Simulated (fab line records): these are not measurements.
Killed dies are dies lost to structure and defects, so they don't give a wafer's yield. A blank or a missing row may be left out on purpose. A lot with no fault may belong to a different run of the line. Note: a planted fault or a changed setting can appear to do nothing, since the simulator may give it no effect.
fab line records | flow nandHarc
record: lots: 15 | wafers: 45 | lastDay: 23
route steps=1159 shown P_ZERO_WELL@28 P_STI@89 P_GATE@132
lots untouched by any fault: they come from a run of this same line in which no faults occurred
startH: hours from the record's first day to the start of the lot's first wafer shown | waitH: hours since the lot's step before | " unchanged from the row above | L1.1+2: one row covering several wafers at once | - no value present, or no start provided | * or withheld: withheld | < > ~ a bound
route shown NAME@n: a module of which the file shows steps, and the number in the route of the first | usual: the fault-free wafers' mean and standard deviation | same: alike in all rows | chamber/n: place in a boat | sites: each site's reading | _std_site: standard deviation across them | _edge_site: mean of outer sites minus mean of inner sites | radiusMm: for every site, how far away it sits from the centre of the wafer | mask NAME#n: copy n | behind: tool/chamber where the wafer was last shaped | hold: why the lot was held/for how many hours/how that ended | device: whichever transistor did not switch (one of n, p or np) | end of line: the same wafers' tests at the end of the route | a step with no rows: only its recipe | killed: not the wafer's yield, but the dies lost to structure and defects at the first sort | map: the dies of a wafer, with x for killed, . for not killed, _ for no die there
set.NAME: the setting as run; set.NAME@STEP: as run at that earlier step | model.NAME: the simulator's own value behind a step, which no gauge read
a sample of lots followed through the steps of the route, with each step as a table and each wafer as a row
services: from which hour (startH, from the record's first day; less than 0 if before it) a tool's chamber was out of use, for how many hours, and why
== steps ==
step: NHARC_P_ZERO_WELL_DEVELOP_23
recipe: timeS: 70
usual: chillPlateTempC: 22.97/0.11 | exhaustPa: 45.0/0.89 | resistLineTempC: 22.99/0.092
lot.wafer | tool          | chamber | startH | waitH | chillPlateTempC | exhaustPa | resistLineTempC
L254.1    | lithoTrack-02 | 0       | 20     | -     | 23.11           | 44.7      | 22.96
L254.2    | "             | 0       | "      | "     | 23.05           | 43.1      | 23.04
L254.4    | "             | 0       | "      | "     | 23.07           | 44.6      | 23.05
L256.3    | lithoTrack-03 | 0       | 32     | -     | 22.91           | 45.4      | 23.01
L256.4    | "             | 0       | "      | "     | 23.10           | 44.6      | 22.88
L256.6    | "             | 0       | "      | "     | 23.14           | 44.2      | 23.06
L257.2    | lithoTrack-07 | 0       | 38     | -     | 23.06           | 45.5      | 22.84
L257.3    | "             | 0       | "      | "     | 23.06           | 44.9      | 22.95
L257.6    | "             | 0       | "      | "     | 22.98           | 45.2      | 22.96
L258.2    | lithoTrack-07 | 0       | 44     | -     | 22.87           | 45.2      | 22.88
L258.4    | "             | 0       | "      | "     | 22.99           | 44.6      | 23.01
L258.6    | "             | 0       | "      | "     | 22.93           | 44.6      | 22.89
L260.1    | lithoTrack-02 | 0       | 56     | -     | 23.01           | 44.8      | 23.10
L260.4    | "             | 0       | "      | "     | 22.83           | 44.5      | 22.99
L260.5    | "             | 0       | "      | "     | 22.91           | 44.0      | 23.00
L261.1    | lithoTrack-07 | 0       | 62     | -     | 23.10           | 44.0      | 22.94
L261.4    | "             | 0       | "      | "     | 23.29           | 45.7      | 22.98
L261.5    | "             | 0       | "      | "     | 23.11           | 44.7      | 23.15
L262.1    | lithoTrack-03 | 0       | 68     | -     | 22.89           | 44.7      | 23.00
L262.3    | "             | 0       | "      | "     | 22.84           | 45.6      | 23.00
L262.6    | "             | 0       | "      | "     | 22.95           | 43.8      | 23.06
L263.1    | lithoTrack-02 | 0       | 74     | -     | 22.98           | 45.3      | 22.91
L263.3    | "             | 0       | "      | "     | 22.94           | 44.3      | 23.06
L263.6    | "             | 0       | "      | "     | 22.87           | 45.0      | 22.99
L264.1    | lithoTrack-07 | 0       | 80     | -     | 22.94           | 44.1      | 23.14
L264.3    | "             | 0       | "      | "     | 22.86           | 43.4      | 23.08
L264.4    | "             | 0       | "      | "     | 22.92           | 44.7      | 23.11
L266.4    | lithoTrack-02 | 0       | 92     | -     | 22.94           | 45.8      | 22.95
L266.5    | "             | 0       | "      | "     | 22.88           | 45.7      | 23.02
L266.6    | "             | 0       | "      | "     | 22.99           | 46.6      | 23.13
L267.1    | lithoTrack-03 | 0       | 98     | -     | 22.97           | 45.5      | 22.99
L267.2    | "             | 0       | "      | "     | 22.95           | 43.3      | 23.19
L267.5    | "             | 0       | "      | "     | 22.98           | 45.0      | 23.14
L269.1    | lithoTrack-07 | -       | 110    | -     | -               | -         | -
L269.2    | "             | -       | "      | "     | -               | -         | -
L269.5    | "             | -       | "      | "     | -               | -         | -
L270.2    | lithoTrack-02 | -       | 116    | -     | -               | -         | -
L270.4    | "             | -       | "      | "     | -               | -         | -
L270.6    | "             | -       | "      | "     | -               | -         | -
L271.1    | lithoTrack-02 | -       | 122    | -     | -               | -         | -
L271.2    | "             | -       | "      | "     | -               | -         | -
L271.3    | "             | -       | "      | "     | -               | -         | -
L272.2    | lithoTrack-02 | 0       | 128    | -     | 22.80           | 45.4      | 22.82
L272.5    | "             | 0       | "      | "     | 22.87           | 44.1      | 22.88
L272.6    | "             | 0       | "      | "     | 23.01           | 45.2      | 22.79
step: NHARC_P_STI_ETCH_31
recipe: targetDepthA: 1089 | timeS: 54.5 | cf4FlowSccm: 100 | chf3FlowSccm: 30 | arFlowSccm: 0 | rfW: 500 | biasW: 200 | chemistry: CF4/CHF3
usual: drypumpMotorCurrentA: 5.8/0.38 | oesProductAu: 0.964/0.021 | rfVppV: 371.7/1.9 | showerheadPlenumPTorr: 1.61/0.049 | throttleValvePct: 16.803/0.0091
lot.wafer | tool       | chamber | startH | waitH | drypumpMotorCurrentA | oesProductAu | rfHoursCounterH | rfVppV | showerheadPlenumPTorr | throttleValvePct
L254.2    | rieDiel-08 | 3       | -      | -     | 6.3                  | 0.963        | 5               | 371.5  | 1.60                  | 16.801
L254.4    | "          | 1       | "      | "     | 5.2                  | 0.970        | 6               | 372.2  | 1.63                  | 16.799
L254.1    | "          | 2       | "      | "     | 5.8                  | 0.978        | 5               | 370.0  | 1.56                  | 16.809
L256.3    | rieDiel-07 | 2       | -      | -     | 6.0                  | 0.978        | 6               | 373.4  | 1.66                  | 16.806
L256.4    | "          | 0       | "      | "     | 5.9                  | 0.974        | 6               | 373.0  | 1.62                  | 16.794
L256.6    | "          | 1       | "      | "     | 5.5                  | 0.975        | -               | 374.7  | 1.58                  | 16.812
L257.2    | rieDiel-08 | 1       | -      | -     | 5.2                  | 0.957        | 6               | 371.9  | 1.63                  | 16.799
L257.3    | "          | 0       | "      | "     | 6.4                  | 0.936        | 6               | 373.8  | 1.66                  | 16.802
L257.6    | "          | 2       | "      | "     | 5.7                  | 0.973        | -               | 369.8  | 1.56                  | 16.796
L258.4    | rieDiel-07 | 2       | -      | -     | 6.0                  | 0.939        | 0               | 373.6  | 1.66                  | 16.797
L258.2    | "          | 3       | "      | "     | 5.4                  | 0.959        | 0               | 368.0  | 1.53                  | 16.793
L258.6    | "          | 1       | "      | "     | 5.5                  | 0.964        | -               | 370.7  | 1.58                  | 16.819
L260.1    | rieDiel-07 | 0       | -      | -     | 5.9                  | 0.979        | 0               | 371.6  | 1.62                  | 16.789
L260.4    | "          | 2       | "      | "     | 6.0                  | 0.942        | 0               | 374.0  | 1.66                  | 16.801
L260.5    | "          | 1       | "      | "     | 5.5                  | 0.976        | -               | 371.4  | 1.58                  | 16.801
L261.1    | rieDiel-04 | 2       | -      | -     | 5.3                  | 0.991        | 4               | 374.7  | 1.69                  | 16.806
L261.4    | "          | 0       | "      | "     | 5.8                  | 0.946        | 4               | 371.6  | 1.62                  | 16.787
L261.5    | "          | 3       | "      | "     | 5.3                  | 0.987        | -               | 371.3  | 1.61                  | 16.780
L262.3    | rieDiel-07 | 2       | -      | -     | 6.0                  | 0.942        | 1               | 373.5  | 1.66                  | 16.795
L262.1    | "          | 3       | "      | "     | 5.4                  | 0.960        | 1               | 368.9  | 1.53                  | 16.789
L262.6    | "          | 2       | "      | "     | 6.0                  | 0.943        | -               | 373.6  | 1.66                  | 16.807
L263.3    | rieDiel-08 | 3       | -      | -     | 6.3                  | 1.001        | 7               | 370.2  | 1.60                  | 16.804
L263.1    | "          | 1       | "      | "     | 5.2                  | 0.968        | 8               | 372.8  | 1.63                  | 16.789
L263.6    | "          | 3       | "      | "     | 6.2                  | 0.999        | -               | 371.2  | 1.60                  | 16.820
L264.4    | rieDiel-04 | 0       | -      | -     | 5.8                  | 0.944        | 4               | 371.3  | 1.62                  | 16.789
L264.3    | "          | 1       | "      | "     | 6.0                  | 0.935        | 4               | 367.2  | 1.53                  | 16.800
L264.1    | "          | 2       | "      | "     | 5.3                  | 0.967        | 4               | 373.0  | 1.69                  | 16.791
L266.4    | rieDiel-08 | 3       | -      | -     | 6.3                  | 0.985        | 10              | 370.8  | 1.60                  | 16.794
L266.6    | "          | 0       | "      | "     | 6.4                  | 0.968        | -               | 372.2  | 1.66                  | 16.795
L266.5    | "          | 1       | "      | "     | 5.2                  | 0.970        | -               | 372.3  | 1.62                  | 16.793
L267.2    | rieDiel-08 | 1       | -      | -     | 5.2                  | 0.954        | 12              | 372.6  | 1.62                  | 16.809
L267.1    | "          | 3       | "      | "     | 6.3                  | 0.996        | 10              | 372.0  | 1.60                  | 16.808
L267.5    | "          | 0       | "      | "     | 6.4                  | 0.973        | -               | 372.8  | 1.66                  | 16.814
L269.2    | rieDiel-04 | 1       | -      | -     | 6.0                  | 0.961        | 0               | 369.6  | 1.53                  | 16.795
L269.1    | "          | 2       | "      | "     | 5.2                  | 0.975        | 0               | 374.0  | 1.69                  | 16.808
L269.5    | "          | 1       | "      | "     | 6.0                  | 0.965        | -               | 368.7  | 1.53                  | 16.806
L270.2    | rieDiel-04 | 1       | -      | -     | 6.0                  | 0.949        | 0               | 368.8  | 1.53                  | 16.816
L270.4    | "          | 2       | "      | "     | 5.3                  | 0.972        | 0               | 374.2  | 1.69                  | 16.805
L270.6    | "          | 1       | "      | "     | 6.0                  | 0.955        | -               | 368.9  | 1.53                  | 16.824
L271.1    | rieDiel-08 | 0       | -      | -     | 6.4                  | 0.963        | 0               | 372.2  | 1.66                  | 16.814
L271.3    | "          | 1       | "      | "     | 5.2                  | 0.977        | 0               | 371.9  | 1.62                  | 16.835
L271.2    | "          | 2       | "      | "     | 5.8                  | 0.960        | 0               | 369.6  | 1.56                  | 16.812
L272.2    | rieDiel-07 | 3       | -      | -     | 5.4                  | 0.954        | 3               | 368.6  | 1.53                  | 16.813
L272.6    | "          | 0       | "      | "     | 5.9                  | 0.968        | -               | 373.6  | 1.62                  | 16.794
L272.5    | "          | 1       | "      | "     | 5.5                  | 0.961        | -               | 371.2  | 1.58                  | 16.806
step: NHARC_P_STI_ETCH_15
recipe: targetDepthA: 3000 | taperDeg: 4 | timeS: 100.1 | hbrFlowSccm: 150 | cl2FlowSccm: 50 | rfW: 400 | icpW: 400 | biasW: 100 | chemistry: HBr/Cl2
usual: drypumpMotorCurrentA: 5.6/0.45 | oesProductAu: 0.996/0.017 | throttleValvePct: 26.405/0.0089
lot.wafer | tool     | chamber | startH | waitH | drypumpMotorCurrentA | oesProductAu | rfHoursCounterH | throttleValvePct
L254.2    | rieSi-03 | 1       | 38.11  | -     | 5.7                  | 1.005        | 0.4             | 26.399
L254.4    | "        | 2       | "      | "     | 5.1                  | 0.998        | 0.2             | 26.410
L254.1    | "        | 0       | "      | "     | 5.8                  | 1.015        | 0.6             | 26.415
L256.4    | rieSi-06 | 2       | 50.76  | -     | 5.2                  | 0.996        | 0.2             | 26.401
L256.3    | "        | 3       | "      | "     | 5.7                  | 0.965        | 0.2             | 26.411
L256.6    | "        | 3       | "      | "     | 5.7                  | 0.966        | -               | 26.401
L257.2    | rieSi-06 | 2       | 61.82  | -     | 5.1                  | 0.986        | 0.3             | 26.392
L257.3    | "        | 3       | "      | "     | 5.7                  | 0.962        | 0.3             | 26.414
L257.6    | "        | 1       | "      | "     | 6.6                  | 0.988        | -               | 26.403
L258.2    | rieSi-03 | 1       | 62.00  | -     | 5.6                  | 0.990        | 0.6             | 26.416
L258.4    | "        | 2       | "      | "     | 5.1                  | 0.982        | 0.4             | 26.408
L258.6    | "        | 0       | "      | "     | 5.8                  | 1.030        | -               | 26.402
L260.4    | rieSi-05 | 2       | 77.86  | -     | 5.2                  | 1.022        | 0.1             | 26.395
L260.1    | "        | 3       | "      | "     | 5.6                  | 0.987        | 0.1             | 26.404
L260.5    | "        | 2       | "      | "     | 5.2                  | 1.024        | -               | 26.404
L261.1    | rieSi-05 | 1       | 83.48  | -     | 5.9                  | 1.003        | 0.1             | 26.410
L261.4    | "        | 3       | "      | "     | 5.6                  | 1.006        | 0.1             | 26.409
L261.5    | "        | 1       | "      | "     | 5.9                  | 1.012        | -               | 26.406
L262.3    | rieSi-05 | 2       | 91.98  | -     | 5.2                  | 1.022        | 0.3             | 26.419
L262.1    | "        | 1       | "      | "     | 6.0                  | 1.005        | 0.2             | 26.424
L262.6    | "        | 2       | "      | "     | 5.2                  | 1.029        | -               | 26.396
L263.3    | rieSi-06 | 1       | 92.16  | -     | 6.5                  | 0.979        | 0.5             | 26.389
L263.1    | "        | 0       | "      | "     | 5.2                  | 0.982        | 0.5             | 26.415
L263.6    | "        | 1       | "      | "     | 6.6                  | 0.968        | -               | 26.406
L264.4    | rieSi-05 | 2       | 102.73 | -     | 5.1                  | 1.019        | 0.4             | 26.409
L264.1    | "        | 3       | "      | "     | 5.6                  | 0.989        | 0.3             | 26.402
L264.3    | "        | 0       | "      | "     | 5.6                  | 1.003        | 0.2             | 26.407
L266.4    | rieSi-06 | 3       | 114.74 | -     | 5.7                  | 0.971        | 0.7             | 26.400
L266.5    | "        | 3       | "      | "     | 5.7                  | 0.973        | -               | 26.396
L266.6    | "        | 0       | "      | "     | 5.2                  | 0.995        | -               | 26.400
L267.2    | rieSi-05 | 1       | 121.12 | -     | 5.9                  | 1.003        | 0.4             | 26.407
L267.1    | "        | 2       | "      | "     | 5.2                  | 1.027        | 0.5             | 26.410
L267.5    | "        | 1       | "      | "     | 5.9                  | 1.002        | -               | 26.431
L269.2    | rieSi-06 | 3       | 131.80 | -     | 5.7                  | 0.979        | 0.9             | 26.409
L269.1    | "        | 1       | "      | "     | 6.5                  | 0.980        | 0.8             | 26.399
L269.5    | "        | 3       | "      | "     | 5.7                  | 0.981        | -               | 26.405
L270.2    | rieSi-06 | 1       | 140.16 | -     | 6.5                  | 0.974        | 0.9             | 26.397
L270.4    | "        | 0       | "      | "     | 5.2                  | 1.003        | 0.9             | 26.414
L270.6    | "        | 1       | "      | "     | 6.5                  | 0.982        | -               | 26.414
L271.3    | rieSi-03 | 2       | 140.26 | -     | 5.1                  | 0.971        | 0.8             | 26.399
L271.1    | "        | 3       | "      | "     | 6.4                  | 0.986        | 1.1             | 26.401
L271.2    | "        | 0       | "      | "     | 5.8                  | 1.002        | 1.2             | 26.409
L272.2    | rieSi-05 | 3       | 149.69 | -     | 5.6                  | 1.005        | 0.6             | 26.394
L272.6    | "        | 0       | "      | "     | 5.6                  | 1.005        | -               | 26.414
L272.5    | "        | 1       | "      | "     | 5.9                  | 1.016        | -               | 26.410
step: NHARC_P_GATE_DEP_103
recipe: targetThkA: 300 | targetThkNm: 30 | tempC: 400 | flowSccm: 200 | rfW: 350 | material: SiON
usual: heaterPowerOuterW: 446/50 | heaterPowerW: 735/70
lot.wafer | tool     | chamber | startH | waitH | heaterPowerOuterW | heaterPowerW
L254.1    | pecvd-01 | 1       | 87.53  | 0.6   | 430               | 707
L254.2    | "        | 2       | "      | "     | 466               | 763
L254.4    | "        | 2       | "      | "     | 472               | 774
L256.3    | pecvd-02 | 1       | 99.83  | 0.4   | 512               | 854
L256.4    | "        | 2       | "      | "     | 359               | 648
L256.6    | "        | 0       | "      | "     | 439               | 700
L258.2    | pecvd-01 | 0       | 115.25 | 0.7   | 426               | 670
L258.6    | "        | 0       | "      | "     | 433               | 672
L258.4    | "        | 2       | "      | "     | 496               | 824
L257.2    | pecvd-01 | 0       | 115.65 | 0.4   | 450               | 701
L257.3    | "        | 2       | "      | "     | 429               | 715
L257.6    | "        | 0       | "      | "     | 438               | 719
L260.1    | pecvd-03 | 0       | 128.70 | 0.6   | 402               | 687
L260.5    | "        | 2       | "      | "     | 404               | 670
L260.4    | "        | 0       | "      | "     | 399               | 675
L261.1    | pecvd-02 | 0       | 140.00 | 0.6   | 443               | 718
L261.5    | "        | 0       | "      | "     | 446               | 707
L261.4    | "        | 1       | "      | "     | 409               | 755
L263.1    | pecvd-02 | 0       | 140.62 | 0.6   | 489               | 784
L263.3    | "        | 2       | "      | "     | 352               | 608
L263.6    | "        | 1       | "      | "     | 498               | 839
L262.1    | pecvd-03 | 0       | 140.65 | 0.6   | 441               | 755
L262.3    | "        | 1       | "      | "     | 482               | 773
L262.6    | "        | 2       | "      | "     | 523               | 830
L266.6    | pecvd-02 | 1       | 166.59 | 0.1   | 445               | 774
L266.4    | "        | 2       | "      | "     | 328               | 576
L266.5    | "        | 0       | "      | "     | 500               | 788
L264.3    | pecvd-02 | 1       | 167.15 | 0.3   | 495               | 842
L264.1    | "        | 0       | "      | "     | 470               | 766
L264.4    | "        | 1       | "      | "     | 494               | 843
L267.1    | pecvd-03 | 1       | 167.90 | 0.7   | 436               | 693
L267.2    | "        | 2       | "      | "     | 466               | 746
L267.5    | "        | 0       | "      | "     | 422               | 734
L269.2    | pecvd-01 | 0       | 183.55 | 0.4   | 442               | 705
L269.1    | "        | 2       | "      | "     | 523               | 813
L269.5    | "        | 1       | "      | "     | 483               | 780
L271.2    | pecvd-02 | 1       | 189.06 | 0.5   | 393               | 705
L271.1    | "        | 2       | "      | "     | 367               | 620
L271.3    | "        | 0       | "      | "     | 427               | 706
L270.2    | pecvd-02 | 2       | 189.75 | 0.5   | 381               | 651
L270.6    | "        | 1       | "      | "     | 396               | 712
L270.4    | "        | 0       | "      | "     | 486               | 788
L272.2    | pecvd-01 | 0       | 199.15 | 0.6   | 488               | 752
L272.5    | "        | 1       | "      | "     | 462               | 768
L272.6    | "        | 2       | "      | "     | 503               | 818
== services ==
tool          | chamber | startH | hours | kind
pecvd-02      | -       | -0.72  | 0.5   | repair
rieSi-06      | -       | 0.92   | 0.4   | repair
rieDiel-07    | -       | 3.11   | 2.0   | repair
pecvd-02      | -       | 5.33   | 1.7   | repair
rieSi-06      | -       | 6.00   | 9.0   | pm
lithoTrack-07 | -       | 14.00  | 7.0   | pm
rieDiel-07    | 1       | 21.58  | 8.4   | repair
rieDiel-07    | -       | 51.20  | 9.0   | pm
pecvd-01      | -       | 56.00  | 13.0  | pm
rieSi-05      | 2       | 59.66  | 10.8  | repair
rieSi-05      | -       | 62.00  | 9.0   | pm
rieDiel-07    | -       | 93.95  | 0.2   | repair
pecvd-01      | 1       | 97.85  | 10.5  | repair
pecvd-02      | 1       | 101.60 | 13.2  | repair
rieDiel-04    | -       | 111.90 | 9.0   | pm
rieDiel-08    | -       | 124.84 | 9.0   | pm
rieDiel-04    | 2       | 129.02 | 2.5   | repair
rieDiel-08    | 3       | 135.27 | 11.8  | repair
rieSi-06      | 3       | 142.97 | 2.9   | repair
pecvd-02      | -       | 153.12 | 13.0  | pm
rieDiel-07    | 1       | 163.69 | 6.3   | repair
lithoTrack-02 | -       | 165.00 | 7.0   | pm
rieSi-06      | -       | 183.00 | 9.0   | pm
lithoTrack-07 | -       | 189.00 | 7.0   | pm
== key ==
firstSign: step: NHARC_P_ZERO_WELL_DEVELOP_23 | reading: toolRecord | direction: missing
effect none on later readings
metAt NHARC_P_ZERO_WELL_DEVELOP_23
struckLots L269,L270,L271
sortLeftOut L269.1,L269.2,L269.5,L270.2,L270.4,L270.6,L271.1,L271.2,L271.3
testerLeftOut L269,L270,L271
notActingAt NHARC_P_STI_ETCH_31,NHARC_P_STI_ETCH_15,NHARC_P_GATE_DEP_103
onsetBetween 92 110
fault: kind: skippedStepWhole | tool: lithoTrack-02,lithoTrack-07 | chamber: - | onsetH: 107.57 | steps: NHARC_P_ZERO_WELL_DEVELOP_23 | scope: struckLotsOnly
testerLeftOut: of these lots the tester's yield and bins aren't shown, on N5 and GAA mostly nor the transistor test; their killed dies are dies lost to structure and defects alone, not to doping, threshold or leakage, so they don't give the yield
sortLeftOut: the simulated sort isn't trusted on such a fault, so these wafers' sort isn't shown, and their yield isn't known
